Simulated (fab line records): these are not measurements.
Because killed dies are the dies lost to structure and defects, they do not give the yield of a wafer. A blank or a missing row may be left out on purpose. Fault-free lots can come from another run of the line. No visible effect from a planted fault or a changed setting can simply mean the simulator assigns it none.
Split-lot study / flow n5 finfet / on a route of 1938 steps: 7 lots, 39 wafers read

## SPLIT DETAILS
At N5_HKMG_FIN_ETCH_86 (etches SOC in N2/H2, stops on TiN, target depth 393.2 nm), the setting target depth a was moved away from the recipe's 3932 angstrom on 15 of the 39 wafers read, by -12.8% to +4.6%. The other wafers ran this setting at the recipe's value.

The reading is taken at the split's own step.

## THE READING
SOC_of_HKMG_FIN_COAT_85.thk nm (the simulator's own value, which no gauge read), in nm, at N5_HKMG_FIN_ETCH_86 (etches SOC in N2/H2, stops on TiN, target depth 393.2 nm). No usual value for it is given in the file. Average 17.5 nm, standard deviation 2.4 nm, over the 24 wafers here run with the recipe.

wafer=L074.1; tool, chamber at the split=rie diel-06, 3; target depth a as run, angstrom=3642; against the recipe=-7.4%; SOC_of_HKMG_FIN_COAT_85.thk nm, nm=37.2; against lot-mates on the recipe=+19.3
wafer=L074.2; tool, chamber at the split=rie diel-06, 2; target depth a as run, angstrom=3932; against the recipe=recipe; SOC_of_HKMG_FIN_COAT_85.thk nm, nm=13.6; against lot-mates on the recipe=-
wafer=L074.3; tool, chamber at the split=rie diel-06, 1; target depth a as run, angstrom=3642; against the recipe=-7.4%; SOC_of_HKMG_FIN_COAT_85.thk nm, nm=41.4; against lot-mates on the recipe=+23.5
wafer=L074.4; tool, chamber at the split=rie diel-06, 0; target depth a as run, angstrom=3932; against the recipe=recipe; SOC_of_HKMG_FIN_COAT_85.thk nm, nm=19.2; against lot-mates on the recipe=-
wafer=L074.5; tool, chamber at the split=rie diel-06, 1; target depth a as run, angstrom=3932; against the recipe=recipe; SOC_of_HKMG_FIN_COAT_85.thk nm, nm=20.8; against lot-mates on the recipe=-
wafer=L074.6; tool, chamber at the split=rie diel-06, 2; target depth a as run, angstrom=3642; against the recipe=-7.4%; SOC_of_HKMG_FIN_COAT_85.thk nm, nm=35; against lot-mates on the recipe=+17.1
wafer=L076.1; tool, chamber at the split=rie diel-06, 2; target depth a as run, angstrom=3932; against the recipe=recipe; SOC_of_HKMG_FIN_COAT_85.thk nm, nm=13.8; against lot-mates on the recipe=-
wafer=L076.2; tool, chamber at the split=rie diel-06, 1; target depth a as run, angstrom=3428; against the recipe=-12.8%; SOC_of_HKMG_FIN_COAT_85.thk nm, nm=56.8; against lot-mates on the recipe=+40.3
wafer=L076.3; tool, chamber at the split=rie diel-06, 0; target depth a as run, angstrom=3428; against the recipe=-12.8%; SOC_of_HKMG_FIN_COAT_85.thk nm, nm=55.2; against lot-mates on the recipe=+38.7
wafer=L076.4; tool, chamber at the split=rie diel-06, 3; target depth a as run, angstrom=3932; against the recipe=recipe; SOC_of_HKMG_FIN_COAT_85.thk nm, nm=16.2; against lot-mates on the recipe=-
wafer=L076.5; tool, chamber at the split=rie diel-06, 3; target depth a as run, angstrom=3428; against the recipe=-12.8%; SOC_of_HKMG_FIN_COAT_85.thk nm, nm=52.8; against lot-mates on the recipe=+36.3
wafer=L076.6; tool, chamber at the split=rie diel-06, 0; target depth a as run, angstrom=3932; against the recipe=recipe; SOC_of_HKMG_FIN_COAT_85.thk nm, nm=19.4; against lot-mates on the recipe=-
wafer=L080.2; tool, chamber at the split=rie diel-06, 0; target depth a as run, angstrom=3932; against the recipe=recipe; SOC_of_HKMG_FIN_COAT_85.thk nm, nm=20; against lot-mates on the recipe=-
wafer=L080.5; tool, chamber at the split=rie diel-06, 1; target depth a as run, angstrom=3932; against the recipe=recipe; SOC_of_HKMG_FIN_COAT_85.thk nm, nm=15.6; against lot-mates on the recipe=-
wafer=L080.6; tool, chamber at the split=rie diel-06, 0; target depth a as run, angstrom=3932; against the recipe=recipe; SOC_of_HKMG_FIN_COAT_85.thk nm, nm=19.8; against lot-mates on the recipe=-
wafer=L082.1; tool, chamber at the split=rie diel-04, 2; target depth a as run, angstrom=3932; against the recipe=recipe; SOC_of_HKMG_FIN_COAT_85.thk nm, nm=19.6; against lot-mates on the recipe=-
wafer=L082.2; tool, chamber at the split=rie diel-04, 0; target depth a as run, angstrom=3932; against the recipe=recipe; SOC_of_HKMG_FIN_COAT_85.thk nm, nm=16; against lot-mates on the recipe=-
wafer=L082.3; tool, chamber at the split=rie diel-04, 1; target depth a as run, angstrom=3445; against the recipe=-12.4%; SOC_of_HKMG_FIN_COAT_85.thk nm, nm=55.8; against lot-mates on the recipe=+36.8
wafer=L082.4; tool, chamber at the split=rie diel-04, 0; target depth a as run, angstrom=3445; against the recipe=-12.4%; SOC_of_HKMG_FIN_COAT_85.thk nm, nm=51.2; against lot-mates on the recipe=+32.2
wafer=L082.5; tool, chamber at the split=rie diel-04, 2; target depth a as run, angstrom=3445; against the recipe=-12.4%; SOC_of_HKMG_FIN_COAT_85.thk nm, nm=54.2; against lot-mates on the recipe=+35.2
wafer=L082.6; tool, chamber at the split=rie diel-04, 1; target depth a as run, angstrom=3932; against the recipe=recipe; SOC_of_HKMG_FIN_COAT_85.thk nm, nm=21.4; against lot-mates on the recipe=-
wafer=L084.1; tool, chamber at the split=rie diel-06, 2; target depth a as run, angstrom=3547; against the recipe=-9.8%; SOC_of_HKMG_FIN_COAT_85.thk nm, nm=42.6; against lot-mates on the recipe=+25.7
wafer=L084.2; tool, chamber at the split=rie diel-06, 1; target depth a as run, angstrom=3932; against the recipe=recipe; SOC_of_HKMG_FIN_COAT_85.thk nm, nm=15.8; against lot-mates on the recipe=-
wafer=L084.3; tool, chamber at the split=rie diel-06, 0; target depth a as run, angstrom=3932; against the recipe=recipe; SOC_of_HKMG_FIN_COAT_85.thk nm, nm=20.2; against lot-mates on the recipe=-
wafer=L084.4; tool, chamber at the split=rie diel-06, 3; target depth a as run, angstrom=3547; against the recipe=-9.8%; SOC_of_HKMG_FIN_COAT_85.thk nm, nm=44.4; against lot-mates on the recipe=+27.5
wafer=L084.5; tool, chamber at the split=rie diel-06, 1; target depth a as run, angstrom=3547; against the recipe=-9.8%; SOC_of_HKMG_FIN_COAT_85.thk nm, nm=43.6; against lot-mates on the recipe=+26.7
wafer=L084.6; tool, chamber at the split=rie diel-06, 2; target depth a as run, angstrom=3932; against the recipe=recipe; SOC_of_HKMG_FIN_COAT_85.thk nm, nm=14.6; against lot-mates on the recipe=-
wafer=L094.1; tool, chamber at the split=rie diel-06, 0; target depth a as run, angstrom=3932; against the recipe=recipe; SOC_of_HKMG_FIN_COAT_85.thk nm, nm=21; against lot-mates on the recipe=-
wafer=L094.2; tool, chamber at the split=rie diel-06, 1; target depth a as run, angstrom=3932; against the recipe=recipe; SOC_of_HKMG_FIN_COAT_85.thk nm, nm=16; against lot-mates on the recipe=-
wafer=L094.3; tool, chamber at the split=rie diel-06, 2; target depth a as run, angstrom=3932; against the recipe=recipe; SOC_of_HKMG_FIN_COAT_85.thk nm, nm=15.4; against lot-mates on the recipe=-
wafer=L094.6; tool, chamber at the split=rie diel-06, 2; target depth a as run, angstrom=3932; against the recipe=recipe; SOC_of_HKMG_FIN_COAT_85.thk nm, nm=15.4; against lot-mates on the recipe=-
wafer=L094.4; tool, chamber at the split=rie diel-06, 3; target depth a as run, angstrom=3932; against the recipe=recipe; SOC_of_HKMG_FIN_COAT_85.thk nm, nm=17; against lot-mates on the recipe=-
wafer=L094.5; tool, chamber at the split=rie diel-06, 3; target depth a as run, angstrom=3932; against the recipe=recipe; SOC_of_HKMG_FIN_COAT_85.thk nm, nm=17; against lot-mates on the recipe=-
wafer=L097.1; tool, chamber at the split=rie diel-04, 1,3,0; target depth a as run, angstrom=4111; against the recipe=+4.6%; SOC_of_HKMG_FIN_COAT_85.thk nm, nm=8.6; against lot-mates on the recipe=-9.0
wafer=L097.5; tool, chamber at the split=rie diel-04, 1,3,0; target depth a as run, angstrom=4111; against the recipe=+4.6%; SOC_of_HKMG_FIN_COAT_85.thk nm, nm=8.6; against lot-mates on the recipe=-9.0
wafer=L097.6; tool, chamber at the split=rie diel-04, 1,3,0; target depth a as run, angstrom=4111; against the recipe=+4.6%; SOC_of_HKMG_FIN_COAT_85.thk nm, nm=8.6; against lot-mates on the recipe=-9.0
wafer=L097.2; tool, chamber at the split=rie diel-04, 3; target depth a as run, angstrom=3932; against the recipe=recipe; SOC_of_HKMG_FIN_COAT_85.thk nm, nm=15.6; against lot-mates on the recipe=-
wafer=L097.3; tool, chamber at the split=rie diel-04, 0; target depth a as run, angstrom=3932; against the recipe=recipe; SOC_of_HKMG_FIN_COAT_85.thk nm, nm=16.6; against lot-mates on the recipe=-
wafer=L097.4; tool, chamber at the split=rie diel-04, 2; target depth a as run, angstrom=3932; against the recipe=recipe; SOC_of_HKMG_FIN_COAT_85.thk nm, nm=20.6; against lot-mates on the recipe=-
When a row names more than one chamber, that row covers several wafers, and the file does not tell which wafer ran in which chamber.

THE FIT
A straight line over all 39 wafers: SOC_of_HKMG_FIN_COAT_85.thk nm changes by -2.77 nm for each +1% of target depth a; r = -0.99; the points scatter about the line by 2.5 nm.
The same after taking each lot's own level away (the mean of its wafers on the recipe; 39 wafers): -2.77 nm for each +1%; r = -0.99; scatter 2.5 nm.
On that fit, the largest move of target depth a shifts the reading by 36 nm.
The lots' own levels span 16.47 to 19.00 nm, that is 1.0 times the standard deviation above.
The two slopes agree, so the slope changes little with the lot-to-lot level.
Check: +35.5 nm against its lot-mates is what the line predicts for one of the wafers moved furthest among these (-12.8%) when that wafer is left out of the fit. Against them it came out at +40.3 nm.

## FURTHER SPLITS ON THESE WAFERS
Note: prior to the reading, these wafers also went through further splits. Each is held against what the fit with the lots' levels taken away leaves over:
other split on the same wafers=N5_DUMMY_GATE_CVD_03 time s; wafers away from the commonest value=24; r with SOC_of_HKMG_FIN_COAT_85.thk nm (lot level and that fit taken away)=-0.07
other split on the same wafers=N5_DUMMY_GATE_ETCH_37 source w; wafers away from the commonest value=15; r with SOC_of_HKMG_FIN_COAT_85.thk nm (lot level and that fit taken away)=-0.07
other split on the same wafers=N5_DUMMY_GATE_ETCH_32 time s; wafers away from the commonest value=12; r with SOC_of_HKMG_FIN_COAT_85.thk nm (lot level and that fit taken away)=-0.09
other split on the same wafers=N5_SD_EPI_N_EPI_21 pressure torr; wafers away from the commonest value=33; r with SOC_of_HKMG_FIN_COAT_85.thk nm (lot level and that fit taken away)=-0.12

## THE FILE'S OWN FIT
SOC_of_HKMG_FIN_COAT_85.thk nm changes by -2.81 nm for each +1% of target depth a, r = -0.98.
